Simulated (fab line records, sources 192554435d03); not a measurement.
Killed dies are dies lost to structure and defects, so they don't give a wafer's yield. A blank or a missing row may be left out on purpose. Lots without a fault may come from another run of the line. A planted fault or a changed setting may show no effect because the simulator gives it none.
fab line records | flow n5_finfet
record lots=5 wafers=15 last_day=17
route steps=1938 shown BEOL_M2@848 BEOL_M4@1111 PASSIVATION@1936
lots that met no fault: from a run of the same line without faults
start_h: hours from the record's first day to the start of the lot's first wafer shown | wait_h: hours since the lot's step before | " the same as in the row above | L1.1+2: a row that stands for several wafers | - no value, or no start given | * or withheld: withheld | < > ~ a bound
route shown NAME@n: a module of which the file shows steps, and the number in the route of the first | usual: mean/standard deviation of fault-free wafers | same: alike in all rows | chamber/n: place in a boat | sites: the reading at each site | _std_site: their standard deviation | _edge_site: outer sites' mean less inner sites' | radius_mm: how far each site lies from the wafer's centre | mask NAME#n: copy n | behind: the tool/chamber that last shaped the wafer | hold: why the lot was held/for how many hours/how that ended | device: the transistor (n, p or np) that didn't switch | end of line: the same wafers' tests at the end of the route | a step without rows: its recipe alone | killed: dies lost to structure and defects at the first sort, not the wafer's yield | map: a wafer's dies, x killed, . not, _ none there
set.NAME: the setting as run; set.NAME@STEP: as run at that earlier step | model.NAME: the simulator's own value behind a step, which no gauge read
lots at some steps of the route; a table a step, a row a wafer
services: from which hour (start_h, from the record's first day; less than 0 if before it) a tool's chamber was out of use, for how many hours, and why
## steps
# step N5_BEOL_M2_COAT_05
# recipe resist=CAR-EUV spin_rpm=1500 resist_thk_nm=30
# step N5_BEOL_M2_EBR_07
# recipe solvent=PGMEA ebr_width_mm=1.5
# step N5_BEOL_M2_SOFTBAKE_06
# recipe temp_c=110 time_s=60 resist=CAR-EUV
# step N5_BEOL_M2_EXPOSE_08
# recipe mask_id=M2 na=0.33 source_shape=dipole sigma_inner=0.369 sigma_outer=0.767 polarization=unpolarized dose_mj=41.25
# step N5_BEOL_M2_PEB_09
# recipe peb_temp_c=100 peb_time_s=60 resist=CAR-EUV
# step N5_BEOL_M2_DEVELOP_10
# recipe develop_time_s=30 developer=TMAH resist=CAR-EUV rinse_liquid=surfactant_rinse dry=air_spin dev_temp_c=23
# step N5_BEOL_M2_CD_MEAS_11
# recipe target_cd_nm=16.79 landing_energy_ev=500 detector=se_inlens polarity=opening
# usual cd_nm=16.78/0.25
# columns lot.wafer tool chamber start_h wait_h cd_nm
L847.4 cd_sem-02 0 144.65 - 16.77
L847.5 " 0 " " 16.70
L847.6 " 0 " " 16.83
L855.2 cd_sem-03 0 189.26 - 16.68
L855.3 " 0 " " 16.53
L855.6 " 0 " " 16.74
L858.2 cd_sem-01 0 210.29 - 17.15
L858.5 " 0 " " 17.04
L858.6 " 0 " " 16.91
L867.3 cd_sem-02 0 259.27 - 16.78
L867.5 " 0 " " 16.61
L867.6 " 0 " " 17.18
L868.2 cd_sem-01 0 264.62 - 16.58
L868.3 " 0 " " 17.02
L868.4 " 0 " " 17.11
# step N5_BEOL_M2_OVL_MEAS_12
# recipe points_per_wafer=522
# usual M2_OVL=0.4/0.76
# same points_per_wafer=522
# columns lot.wafer tool chamber start_h wait_h M2_OVL[nm]
L847.4 overlay-02 0 144.70 0.0 2.2
L847.5 " 0 " " 1.0
L847.6 " 0 " " 0.7
L855.2 overlay-02 0 189.29 0.0 -0.7
L855.3 " 0 " " 0.9
L855.6 " 0 " " 0.4
L858.2 overlay-01 0 210.33 0.0 1.1
L858.5 " 0 " " 1.7
L858.6 " 0 " " 0.5
L867.3 overlay-01 0 259.31 0.0 1.0
L867.5 " 0 " " 0.5
L867.6 " 0 " " 1.9
L868.2 overlay-02 0 264.66 0.0 -0.9
L868.3 " 0 " " 0.0
L868.4 " 0 " " 0.0
# step N5_BEOL_M2_INSPECT_13
# recipe mode=adi inspect_instrument=brightfield
# usual raw_defect_count=436/100
# columns lot.wafer tool chamber start_h wait_h raw_defect_count
L847.4 defect_inspect-01 - 144.74 0.0 294
L847.5 " - " " 326
L847.6 " - " " 379
L855.2 defect_inspect-01 - 189.34 0.0 643
L855.3 " - " " 490
L855.6 " - " " 553
L858.2 defect_inspect-01 - 210.38 0.0 603
L858.5 " - " " 922
L858.6 " - " " 903
L867.3 defect_inspect-01 - 259.35 0.0 368
L867.5 " - " " 451
L867.6 " - " " 571
L868.2 defect_inspect-02 - 264.71 0.0 466
L868.3 " - " " 332
L868.4 " - " " 277
# step N5_BEOL_M2_DESCUM_16
# recipe chemistry=O2 time_s=7 source_power_w=50 bias_power_w=20 pressure_mtorr=20 rf_frequency_hz=2.712e+07 temp_c=40 resist=CAR-EUV o2_flow_sccm=225
# usual drypump_motor_current_A=5.62/0.29 oes_product_au=0.79/0.083 rf_vpp_V=242.8/1.1 showerhead_plenum_p_Torr=2.05/0.055 throttle_valve_pct=20.41/0.25
# same time_s=7
# columns lot.wafer tool chamber start_h wait_h drypump_motor_current_A oes_product_au rf_hours_counter_h rf_vpp_V showerhead_plenum_p_Torr throttle_valve_pct
L847.4 rie_diel-02 1 144.79 0.0 5.21 0.76 - 242.4 2.01 20.89
L847.5 " 1 " " 5.21 0.76 - 241.5 2.01 20.90
L847.6 " 2 " " 5.67 0.72 - 242.9 2.05 20.55
L855.2 rie_diel-06 1 189.38 0.0 5.43 0.88 36 245.1 2.13 20.32
L855.3 " 2 " " 5.54 0.85 76 243.2 2.11 20.34
L855.6 " 0 " " 6.05 0.85 - 241.2 2.04 20.16
L858.2 rie_diel-06 1 210.41 0.0 5.40 0.87 44 243.9 2.13 20.33
L858.5 " 0 " " 6.05 0.85 - 243.4 2.03 20.17
L858.6 " 3 " " 5.93 0.68 - 241.7 1.98 20.67
L867.3 rie_diel-06 2 259.42 0.1 5.52 0.82 97 243.9 2.10 20.35
L867.5 " 2 " " 5.51 0.83 - 244.2 2.10 20.37
L867.6 " 1 " " 5.42 0.84 - 244.0 2.12 20.36
L868.2 rie_diel-02 1 265.20 0.5 5.21 0.72 161 243.1 2.00 20.95
L868.3 " 0 " " 5.68 0.69 242 241.7 1.95 20.51
L868.4 " 2 " " 5.68 0.68 246 243.3 2.04 20.60
# step N5_BEOL_M2_ETCH_74
# recipe chemistry=N2/H2 target=underlayer target_depth_a=65 mask_material=CAR-EUV time_s=5.2 ion_energy_ev=200 pressure_mtorr=30 source_w=840 bias_w=150 n2_flow_sccm=200 h2_flow_sccm=200 ends=cleared
# usual drypump_motor_current_A=5.63/0.3 etch_rf_on_time_s=5.27/0.18 oes_product_au=0.68/0.07 rf_fwd_power_W=819.8/2.5 rf_vpp_V=522.8/2 showerhead_plenum_p_Torr=2.50/0.069 throttle_valve_pct=17.9/0.31
# columns lot.wafer tool chamber start_h wait_h drypump_motor_current_A etch_rf_on_time_s oes_product_au rf_fwd_power_W rf_hours_counter_h rf_vpp_V showerhead_plenum_p_Torr throttle_valve_pct
L847.4 rie_diel-02 1 144.83 0.0 5.22 5.20 0.66 819.9 - 521.5 2.46 18.3
L847.5 " 1 " " 5.15 5.23 0.65 817.7 - 520.8 2.46 18.3
L847.6 " 2 " " 5.70 5.09 0.61 821.4 - 521.8 2.51 18.2
L855.2 rie_diel-06 1 189.41 0.0 5.43 5.06 0.77 822.3 36 525.3 2.60 17.7
L855.3 " 2 " " 5.58 4.96 0.74 817.5 76 523.4 2.59 18.1
L855.6 " 0 " " 6.05 5.51 0.73 816.9 - 523.7 2.47 17.5
L858.2 rie_diel-06 1 210.45 0.0 5.41 5.17 0.75 822.9 44 522.9 2.59 17.7
L858.5 " 0 " " 6.09 5.58 0.71 821.5 - 521.6 2.47 17.6
L858.6 " 3 " " 5.93 5.31 0.59 819.2 - 519.8 2.40 18.0
L867.3 rie_diel-06 2 259.46 0.0 5.54 4.98 0.74 825.3 97 524.6 2.58 18.1
L867.5 " 2 " " 5.53 5.01 0.71 820.8 - 525.1 2.58 18.1
L867.6 " 1 " " 5.42 5.12 0.74 818.2 - 524.1 2.59 17.7
L868.2 rie_diel-02 1 265.23 0.0 5.21 5.25 0.62 821.7 161 522.8 2.44 18.4
L868.3 " 0 " " 5.69 5.63 0.58 821.6 242 520.1 2.44 18.4
L868.4 " 2 " " 5.71 5.12 0.59 817.4 246 520.8 2.50 18.2
# step N5_BEOL_M2_ETCH_63
# recipe chemistry=CF4 target=SiARC target_depth_a=156 mask_material=CAR-EUV time_s=26 ion_energy_ev=80 pressure_mtorr=40 source_w=545 bias_w=36 Ar_flow_sccm=100 cf4_flow_sccm=100 ends=cleared
# usual drypump_motor_current_A=5.62/0.29 etch_rf_on_time_s=26.3/0.85 oes_product_au=0.68/0.07 rf_fwd_power_W=531.8/1.8 rf_vpp_V=183.7/1 showerhead_plenum_p_Torr=2.11/0.055 throttle_valve_pct=15.61/0.24
# columns lot.wafer tool chamber start_h wait_h drypump_motor_current_A etch_rf_on_time_s oes_product_au rf_fwd_power_W rf_hours_counter_h rf_vpp_V showerhead_plenum_p_Torr throttle_valve_pct
L847.4 rie_diel-02 1 144.86 0.0 5.23 26.1 0.66 529.8 - 183.3 2.08 16.02
L847.5 " 1 " " 5.23 26.2 0.65 530.3 - 182.7 2.08 16.01
L847.6 " 2 " " 5.69 25.5 0.62 531.3 - 184.4 2.12 15.80
L855.2 rie_diel-06 1 189.43 0.0 5.40 25.7 0.77 529.6 36 184.5 2.18 15.44
L855.3 " 2 " " 5.54 25.0 0.75 533.3 76 185.0 2.17 15.51
L855.6 " 0 " " 6.05 27.9 0.72 530.3 - 182.8 2.08 15.33
L858.2 rie_diel-06 1 210.46 0.0 5.41 25.7 0.75 531.2 44 184.1 2.17 15.46
L858.5 " 0 " " 6.05 27.2 0.72 534.3 - 184.6 2.08 15.34
L858.6 " 3 " " 5.94 26.2 0.59 533.3 - 182.5 2.04 15.90
L867.3 rie_diel-06 2 259.47 0.0 5.55 24.9 0.72 532.1 97 184.6 2.17 15.56
L867.5 " 2 " " 5.54 25.2 0.71 533.7 - 183.4 2.17 15.56
L867.6 " 1 " " 5.39 25.6 0.73 529.8 - 185.4 2.17 15.50
L868.2 rie_diel-02 1 265.25 0.0 5.22 26.0 0.62 533.8 161 182.5 2.07 16.11
L868.3 " 0 " " 5.68 27.3 0.59 530.0 242 183.5 2.03 15.92
L868.4 " 2 " " 5.69 25.4 0.59 530.5 246 183.7 2.10 15.89
# step N5_BEOL_M2_ETCH_64
# recipe chemistry=N2/H2 target=SOC target_depth_a=750 overetch_a=225 mask_material=SiARC temp_c=40 time_s=121.9 ion_energy_ev=200 pressure_mtorr=30 source_w=840 bias_w=150 n2_flow_sccm=200 h2_flow_sccm=200
# usual drypump_motor_current_A=5.63/0.3 oes_product_au=0.61/0.059 rf_fwd_power_W=837.2/2.7 rf_vpp_V=522.9/2 showerhead_plenum_p_Torr=2.50/0.069 throttle_valve_pct=17.8/0.31
# same time_s=121.9
# columns lot.wafer tool chamber start_h wait_h drypump_motor_current_A oes_product_au rf_fwd_power_W rf_hours_counter_h rf_vpp_V showerhead_plenum_p_Torr throttle_valve_pct model.SiARC_of_BEOL_M2_COAT_62.thk_nm model.BEOL_M2.cd_offset_nm
L847.4 rie_diel-02 1 144.95 0.1 5.21 0.58 839.8 - 523.1 2.46 18.2 6 0
L847.5 " 1 " " 5.22 0.59 837.6 - 521.2 2.46 18.2 6.2 -0.2
L847.6 " 2 " " 5.70 0.54 839.7 - 523.9 2.51 18.1 6.4 0.2
L855.2 rie_diel-06 1 189.46 0.0 5.41 0.67 833.0 36 524.9 2.60 17.7 6.2 -0.2
L855.3 " 2 " " 5.54 0.64 839.4 76 524.7 2.59 18.0 6.2 0.6
L855.6 " 0 " " 6.02 0.66 838.1 - 522.2 2.47 17.5 6.6 0
L858.2 rie_diel-06 1 210.49 0.0 5.42 0.66 839.9 44 525.5 2.59 17.7 6.2 0.2
L858.5 " 0 " " 6.02 0.67 841.4 - 522.4 2.47 17.5 6.6 -0.2
L858.6 " 3 " " 5.92 0.53 841.2 - 522.1 2.40 17.9 6.6 -0.2
L867.3 rie_diel-06 2 259.50 0.0 5.55 0.63 1041.4 97 487.7 2.58 18.0 5.6 1
L867.5 " 2 " " 5.54 0.62 1042.5 - 487.4 2.58 18.0 5.4 0.8
L867.6 " 1 " " 5.40 0.65 830.6 - 523.7 2.59 17.7 6.2 0.4
L868.2 rie_diel-02 1 265.28 0.0 5.22 0.55 837.2 161 521.3 2.44 18.3 6 -0.4
L868.3 " 0 " " 5.69 0.54 838.9 242 521.3 2.44 18.4 7 0.4
L868.4 " 2 " " 5.70 0.52 834.9 246 522.6 2.50 18.2 6.4 0.2
# step N5_BEOL_M2_STRIP_65
# recipe chemistry=N2/H2 temp_c=40 n2_flow_sccm=200 h2_flow_sccm=200 rf_frequency_hz=6e+07
# step N5_BEOL_M2_STRIP_75
# recipe chemistry=N2/H2 temp_c=40 n2_flow_sccm=200 h2_flow_sccm=200 rf_frequency_hz=6e+07
# step N5_BEOL_M2_STRIP_66
# recipe chemistry=CF4 resist=SiARC power_w=300 bias_power_w=75 pressure_mtorr=50 cf4_flow_sccm=150 rf_frequency_hz=6e+07
# usual drypump_motor_current_A=5.62/0.29 oes_product_au=0.79/0.078 rf_vpp_V=270.6/1.3 showerhead_plenum_p_Torr=1.77/0.044 throttle_valve_pct=13.60/0.25
# columns lot.wafer tool chamber start_h wait_h drypump_motor_current_A oes_product_au rf_hours_counter_h rf_vpp_V showerhead_plenum_p_Torr throttle_valve_pct
L847.4 rie_diel-02 1 145.10 0.0 5.21 0.76 - 269.2 1.73 13.90
L847.5 " 1 " " 5.20 0.76 - 270.4 1.73 13.87
L847.6 " 2 " " 5.68 0.71 - 271.0 1.79 13.86
L855.2 rie_diel-06 1 189.59 0.0 5.41 0.87 36 271.4 1.82 13.37
L855.3 " 2 " " 5.53 0.83 76 271.7 1.82 13.47
L855.6 " 0 " " 6.01 0.87 - 270.4 1.76 13.33
L858.2 rie_diel-06 1 210.62 0.0 5.40 0.86 44 272.9 1.82 13.39
L858.5 " 0 " " 6.04 0.85 - 270.1 1.76 13.36
L858.6 " 3 " " 5.94 0.69 - 268.6 1.71 13.94
L867.3 rie_diel-06 2 259.64 0.0 5.54 0.82 97 272.8 1.82 13.51
L867.5 " 2 " " 5.54 0.82 - 272.5 1.82 13.51
L867.6 " 1 " " 5.41 0.85 - 272.2 1.81 13.43
L868.2 rie_diel-02 1 265.41 0.0 5.23 0.72 161 268.2 1.72 14.00
L868.3 " 0 " " 5.71 0.70 242 268.5 1.71 13.97
L868.4 " 2 " " 5.69 0.68 246 271.2 1.78 13.98
# step N5_BEOL_M2_HM_OPEN_17
# recipe chemistry=Cl2/BCl3 target_depth_a=200 overetch_a=60 target=TiN mask_material=SOC ion_energy_ev=150 pressure_mtorr=10 icp_w=1000 bias_w=126 Cl2_flow_sccm=53.25 bcl3_flow_sccm=21.75 Ar_flow_sccm=25
# usual drypump_motor_current_A=5.6/0.49 mfc_cl2_sccm=53.25/0.15 oes_product_au=0.68/0.1 throttle_valve_pct=22.35/0.22
# columns lot.wafer tool chamber start_h wait_h drypump_motor_current_A mfc_cl2_sccm oes_product_au rf_hours_counter_h throttle_valve_pct model.BEOL_M2.cd_offset_nm
L847.4 rie_metal-02 0 145.17 0.1 5.5 53.09 0.81 - 22.20 0
L847.5 " 1 " " 4.7 53.39 0.56 - 22.66 -0.2
L847.6 " 0 " " 5.6 53.29 0.80 - 22.22 0.2
L855.2 rie_metal-03 1 189.63 0.0 6.0 53.19 0.77 10 22.06 -0.2
L855.3 " 1 " " 6.0 53.11 0.77 - 22.05 0.8
L855.6 " 0 " " 6.0 53.26 0.60 - 22.51 0
L858.2 rie_metal-03 1 210.67 0.0 6.0 53.24 0.78 12 22.04 0.2
L858.5 " 0 " " 6.0 53.20 0.59 - 22.50 -0.2
L858.6 " 1 " " 6.0 53.19 0.77 - 22.06 -0.2
L867.3 rie_metal-02 1 259.94 0.3 4.7 53.43 0.55 - 22.67 1.2
L867.5 " 0 " " 5.6 53.39 0.72 - 22.27 1
L867.6 " 1 " " 4.7 53.31 0.54 - 22.68 0.4
L868.2 rie_metal-03 1 265.48 0.1 6.0 53.50 0.75 - 22.06 -0.2
L868.3 " 1 " " 6.0 53.53 0.74 - 22.07 0.6
L868.4 " 1 " " 6.0 53.31 0.76 - 22.03 0.4
# step N5_BEOL_M2_STRIP_19
# recipe chemistry=O2 power_w=400 temp_c=40 pressure_mtorr=30 rf_frequency_hz=6e+07 bias_power_w=0 overash_fraction=0.2 o2_flow_sccm=225
# usual drypump_motor_current_A=5.62/0.28 oes_product_au=0.79/0.092 rf_vpp_V=3.6/0.55 showerhead_plenum_p_Torr=2.06/0.056 throttle_valve_pct=16.66/0.23
# columns lot.wafer tool chamber start_h wait_h drypump_motor_current_A oes_product_au rf_hours_counter_h rf_vpp_V showerhead_plenum_p_Torr throttle_valve_pct
L847.4 rie_diel-03 2 145.37 0.2 5.73 0.92 33 3.9 2.13 16.39
L847.5 " 0 " " 5.11 0.68 - 3.0 2.16 16.62
L847.6 " 3 " " 5.90 0.74 - 4.0 2.06 16.40
L855.2 rie_diel-02 0 189.74 0.1 5.68 0.71 218 3.9 1.96 16.78
L855.3 " 1 " " 5.24 0.74 138 3.8 2.01 17.09
L855.6 " 1 " " 5.22 0.75 - 4.2 2.01 17.09
L858.2 rie_diel-06 0 210.78 0.1 6.08 0.85 45 3.0 2.04 16.42
L858.5 " 0 " " 6.04 0.86 - 3.6 2.04 16.42
L858.6 " 3 " " 5.92 0.68 - 2.9 1.99 16.94
L867.3 rie_diel-03 2 260.03 0.1 5.68 0.85 75 3.3 2.11 16.43
L867.5 " 3 " " 5.86 0.72 - 3.6 2.04 16.50
L867.6 " 0 " " 5.06 0.93 - 4.0 2.15 16.23
L868.2 rie_diel-06 1 265.91 0.4 5.41 0.85 63 3.6 2.13 16.57
L868.3 " 3 " " 5.91 0.67 243 2.5 1.98 16.98
L868.4 " 0 " " 6.05 0.82 65 3.9 2.03 16.45
# step N5_BEOL_M4_RC_MEAS_101
# usual DIBL_N=35.9/2.5 DIBL_P=36.0/3 IOFF_N=0.16/0.047 IOFF_P=0.21/0.047 ION_N=671/14 ION_P=460/8.8 SS_N=71.5/0.73 SS_P=73.2/0.91 VT_N=250/4.3 VT_P=-251/3.6
# columns lot.wafer tool chamber start_h wait_h DIBL_N[mV/V] DIBL_P[mV/V] IOFF_N[nA/um] IOFF_P[nA/um] ION_N[uA/um] ION_P[uA/um] SS_N[mV/dec] SS_P[mV/dec] VT_N[mV] VT_P[mV]
L847.4 prober-01 0 167.25 0.5 36.8 36.8 0.16 0.19 674 452 71.7 73.0 250 -252
L847.5 " 0 " " 36.6 37.9 0.16 0.21 683 465 71.6 73.3 249 -251
L847.6 " 0 " " 33.3 34.2 0.13 0.16 659 448 71.4 72.3 250 -255
L855.2 prober-01 0 222.33 0.2 42.7 43.2 0.29 0.33 701 468 73.1 74.5 241 -243
L855.3 " 0 " " 33.9 32.0 0.11 0.14 650 440 70.7 71.8 255 -255
L855.6 " 0 " " 37.2 37.0 0.15 0.21 660 454 71.9 73.2 251 -249
L858.2 prober-01 0 242.67 0.2 39.8 39.9 0.20 0.26 689 458 72.1 75.1 247 -251
L858.5 " 0 " " 36.4 34.6 0.15 0.18 668 457 71.3 73.7 251 -255
L858.6 " 0 " " 37.8 38.0 0.17 0.21 684 458 71.5 74.1 248 -252
L867.3 prober-01 0 291.67 0.3 37.1 38.3 0.19 0.26 674 463 72.3 73.9 248 -246
L867.5 " 0 " " 34.0 33.3 0.13 0.19 666 459 70.3 72.6 252 -252
L867.6 " 0 " " 35.0 34.8 0.14 0.20 671 466 71.8 72.5 253 -250
L868.2 prober-02 0 300.39 0.2 33.6 34.4 0.12 0.19 666 462 71.9 72.9 254 -254
L868.3 " 0 " " 33.0 31.9 0.10 0.16 639 445 71.5 72.4 259 -256
L868.4 " 0 " " 32.1 31.8 0.10 0.15 653 457 70.9 71.6 257 -257
# step N5_PASSIVATION_PROBE_49
# usual defect_limited_yield=91.4/1.4 killed_at_M0_to_M3=34/8.9 killed_at_M4_up=13/4.6 killed_at_contacts=12/5.5 killed_at_front_end=41/11 killed_at_other=3.1/2.9 killed_dies=102/16 killed_open=66/11 killed_short=34/7.6 sort_bin_4_leakage=0.01/0.14 sort_bin_5_function=5.1/0.89 sort_bin_6_memory=3.2/0.61 sort_bin_8_speed=0.02/0.12 sort_n_pass=1078/16
# same gross_dies=1180 killed_at_back_side=0
# columns lot.wafer tool chamber start_h wait_h defect_limited_yield[%] killed_at_M0_to_M3 killed_at_M4_up killed_at_contacts killed_at_front_end killed_at_other killed_dies killed_open killed_short sort_bin_4_leakage[%] sort_bin_5_function[%] sort_bin_6_memory[%] sort_bin_8_speed[%] sort_n_pass
L847.4 prober-01 - 276.17 0.2 89.1 30 16 11 69 3 129 77 40 0 5.9 4.0 0 1051
L847.5 prober-01 - 276.22 0.2 90.0 45 10 20 43 0 118 80 38 0 5.5 4.1 0 1062
L847.6 prober-01 - 276.27 0.3 87.6 55 16 11 61 3 146 100 40 0 7.5 3.8 0 1034
L855.2 prober-02 - 332.74 0.1 90.7 44 14 5 39 8 110 79 30 0.25 5.8 3.4 0 1067
L855.3 prober-02 - 332.79 0.1 90.7 34 10 14 49 3 110 72 37 0 5.8 3.4 0 1070
L855.6 prober-02 - 332.94 0.3 91.0 41 10 6 41 8 106 69 37 0 6.3 2.5 0 1074
L858.2 prober-01 - 346.67 0.1 92.3 24 12 23 30 2 91 63 28 0 4.7 2.6 0 1089
L858.5 prober-01 - 346.82 0.2 89.5 35 17 14 54 4 124 73 41 0 5.7 3.6 0 1056
L858.6 prober-01 - 346.87 0.3 91.1 25 13 12 53 2 105 75 30 0 5.3 3.5 0 1075
L867.3 prober-02 - 392.02 0.1 92.2 42 9 7 32 2 92 50 42 0 4.2 3.2 0 1088
L867.5 prober-02 - 392.12 0.2 93.9 25 6 10 27 4 72 45 27 0 3.5 2.3 0 1108
L867.6 prober-02 - 392.17 0.3 93.1 36 14 15 17 0 82 56 25 0 3.9 2.5 0 1098
L868.2 prober-02 - 405.86 0.1 91.7 44 7 6 38 3 98 57 37 0 4.8 2.7 0.34 1082
L868.3 prober-02 - 405.91 0.1 91.9 41 5 9 40 0 95 63 26 0 4.7 2.7 0.08 1084
L868.4 prober-02 - 405.96 0.2 91.4 38 11 8 41 3 101 57 39 0 4.8 3.2 0 1079
# killed by level:class
L847.4 FIN_SAQP:geometric_particle:open=13 FIN_SAQP:geometric_particle:short=12 MOL_CONTACT_COAG:geometric_particle:open=10 STI_FIN_REVEAL:geometric_particle:open=9 GATE_CUT:geometric_particle:short=8 BEOL_M2:geometric_particle:open=8 HKMG_FIN:area_etch=8 BEOL_M0_SAQP:geometric_particle:open=6
L847.5 MOL_CONTACT_COAG:geometric_particle:open=15 BEOL_M0_SAQP:geometric_particle:open=14 FIN_SAQP:geometric_particle:open=12 STI_FIN_REVEAL:geometric_particle:open=12 FIN_SAQP:geometric_particle:short=11 BEOL_M0_SAQP:geometric_particle:short=8 BEOL_M2:geometric_particle:open=8 MOL_CONTACT_COAG:geometric_particle:short=5
L847.6 FIN_SAQP:geometric_particle:open=19 BEOL_M0_SAQP:geometric_particle:open=15 BEOL_M0_SAQP:geometric_particle:short=14 STI_FIN_REVEAL:geometric_particle:open=12 FIN_SAQP:geometric_particle:short=8 MOL_CONTACT_COAG:geometric_particle:open=8 BEOL_M0:geometric_particle:open=7 DUMMY_GATE:geometric_particle:open=6
L855.2 BEOL_M3:geometric_particle:open=15 FIN_SAQP:geometric_particle:open=13 STI_FIN_REVEAL:geometric_particle:open=9 BEOL_M3:geometric_particle:short=8 BEOL_M1:geometric_particle:open=6 BEOL_M4:geometric_particle:open=6 BEOL_M0_SAQP:geometric_particle:short=5 BEOL_M2:geometric_particle:open=5
L855.3 FIN_SAQP:geometric_particle:open=17 MOL_CONTACT_COAG:geometric_particle:open=10 FIN_SAQP:geometric_particle:short=9 STI_FIN_REVEAL:geometric_particle:open=9 BEOL_M1:geometric_particle:open=9 BEOL_M3:geometric_particle:open=8 BEOL_M0_SAQP:geometric_particle:open=6 BEOL_M4:geometric_particle:open=5
L855.6 STI_FIN_REVEAL:geometric_particle:open=13 BEOL_M3:geometric_particle:open=10 BEOL_M0_SAQP:geometric_particle:short=8 BEOL_M1:geometric_particle:open=7 BEOL_M4:geometric_particle:open=6 FIN_SAQP:geometric_particle:open=5 MOL_CONTACT_COAG:geometric_particle:open=5 BEOL_M0_SAQP:geometric_particle:open=5
L858.2 MOL_CONTACT_COAG:geometric_particle:open=19 STI_FIN_REVEAL:geometric_particle:open=7 BEOL_M0_SAQP:geometric_particle:short=7 BEOL_M4:geometric_particle:open=7 FIN_SAQP:geometric_particle:open=5 FIN_SAQP:geometric_particle:short=4 MOL_CONTACT_COAG:geometric_particle:short=4 BEOL_M0_SAQP:geometric_particle:open=4
L858.5 FIN_SAQP:geometric_particle:open=14 BEOL_M0_SAQP:geometric_particle:open=13 MOL_CONTACT_COAG:geometric_particle:open=12 FIN_SAQP:geometric_particle:short=10 HKMG_FIN:area_etch=9 BEOL_M1:geometric_particle:short=7 BEOL_M0_SAQP:geometric_particle:short=5 STI_FIN_REVEAL:geometric_particle:open=4
L858.6 FIN_SAQP:geometric_particle:open=15 STI_FIN_REVEAL:geometric_particle:open=13 MOL_CONTACT_COAG:geometric_particle:open=11 FIN_SAQP:geometric_particle:short=9 BEOL_M0_SAQP:geometric_particle:open=8 BEOL_M4:geometric_particle:open=7 BEOL_M0_SAQP:geometric_particle:short=5 STI_FIN_REVEAL:geometric_particle:short=4
L867.3 BEOL_M0_SAQP:geometric_particle:open=15 BEOL_M0_SAQP:geometric_particle:short=11 FIN_SAQP:geometric_particle:open=5 GATE_CUT:geometric_particle:short=5 MOL_CONTACT_COAG:geometric_particle:open=5 BEOL_M1:geometric_particle:open=5 FIN_SAQP:geometric_particle:short=4 FIN_CUT:geometric_particle:short=4
L867.5 STI_FIN_REVEAL:geometric_particle:open=6 MOL_CONTACT_COAG:geometric_particle:open=6 BEOL_M0_SAQP:geometric_particle:short=6 BEOL_M0_SAQP:geometric_particle:open=5 BEOL_M3:geometric_particle:open=5 MOL_CONTACT_COAG:geometric_particle:short=4 STI_FIN_REVEAL:geometric_particle:short=3 GATE_CUT:geometric_particle:open=3
L867.6 MOL_CONTACT_COAG:geometric_particle:open=11 BEOL_M0_SAQP:geometric_particle:open=10 BEOL_M0_SAQP:geometric_particle:short=9 BEOL_M2:geometric_particle:open=7 BEOL_M1:geometric_particle:open=5 FIN_SAQP:geometric_particle:short=4 MOL_CONTACT_COAG:geometric_particle:short=4 BEOL_M4:geometric_particle:open=4
L868.2 BEOL_M2:geometric_particle:open=16 FIN_SAQP:geometric_particle:short=7 FIN_SAQP:geometric_particle:open=7 BEOL_M0_SAQP:geometric_particle:short=7 MOL_CONTACT_COAG:geometric_particle:open=6 STARTING-WAFER:geometric_particle:short=6 BEOL_M2:geometric_particle:short=5 BEOL_M0_SAQP:geometric_particle:open=4
L868.3 BEOL_M2:geometric_particle:open=14 BEOL_M0_SAQP:geometric_particle:open=12 STI_FIN_REVEAL:geometric_particle:open=8 BEOL_M0_SAQP:geometric_particle:short=8 MOL_CONTACT_COAG:geometric_particle:open=7 FIN_SAQP:geometric_particle:short=6 HKMG_FIN:area_etch=6 FIN_SAQP:geometric_particle:open=4
L868.4 BEOL_M2:geometric_particle:open=11 FIN_SAQP:geometric_particle:short=8 FIN_SAQP:geometric_particle:open=8 BEOL_M0_SAQP:geometric_particle:short=7 BEOL_M0_SAQP:geometric_particle:open=6 STI_FIN_REVEAL:geometric_particle:open=5 MOL_CONTACT_COAG:geometric_particle:open=5 GATE_CUT:geometric_particle:short=5
## services
# columns tool chamber start_h hours kind
rie_diel-06 3 143.16 8.3 repair
rie_metal-03 - 149.00 0.4 repair
rie_diel-06 - 174.34 14.6 pm
rie_diel-02 - 198.01 0.6 repair
rie_diel-02 1 204.08 6.8 repair
rie_diel-03 0 211.06 - clean
rie_diel-03 0 211.06 - consumable_replace:focus_ring
rie_diel-03 0 211.06 26.7 scheduled_down
rie_diel-03 0 211.06 26.7 vent_cycle
rie_diel-02 - 223.96 2.3 repair
rie_diel-03 2 228.06 8.4 repair
rie_diel-06 2 235.93 8.0 repair
rie_diel-02 0 246.25 4.4 repair
rie_diel-06 3 253.06 2.6 repair
rie_metal-03 - 259.59 0.7 repair
rie_metal-03 0 260.65 6.9 repair
## key
first_sign step=N5_BEOL_M2_ETCH_64 reading=rf_fwd_power_W direction=up sigmas=75 usual=* struck=*
effect step=N5_BEOL_M2_ETCH_64 reading=rf_vpp_V direction=down sigmas=18 usual=522.9 struck=487.6
model_effect step=N5_BEOL_M2_ETCH_64 value=SiARC_of_BEOL_M2_COAT_62.thk_nm without=6.2 struck=5.5
model_effect step=N5_BEOL_M2_HM_OPEN_17 value=BEOL_M2.cd_offset_nm without=0.5 struck=1.1
met_at N5_BEOL_M2_ETCH_64
struck_wafers L867.3,L867.5
onset_between 189.46 259.50
fault kind=process_parameter_drift tool=rie_diel-06 chamber=2 onset_h=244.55 steps=N5_BEOL_M2_ETCH_64 channel=source_w offset=201.6 shape=step end_h=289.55 acts_in=these_recipes_only stated=840
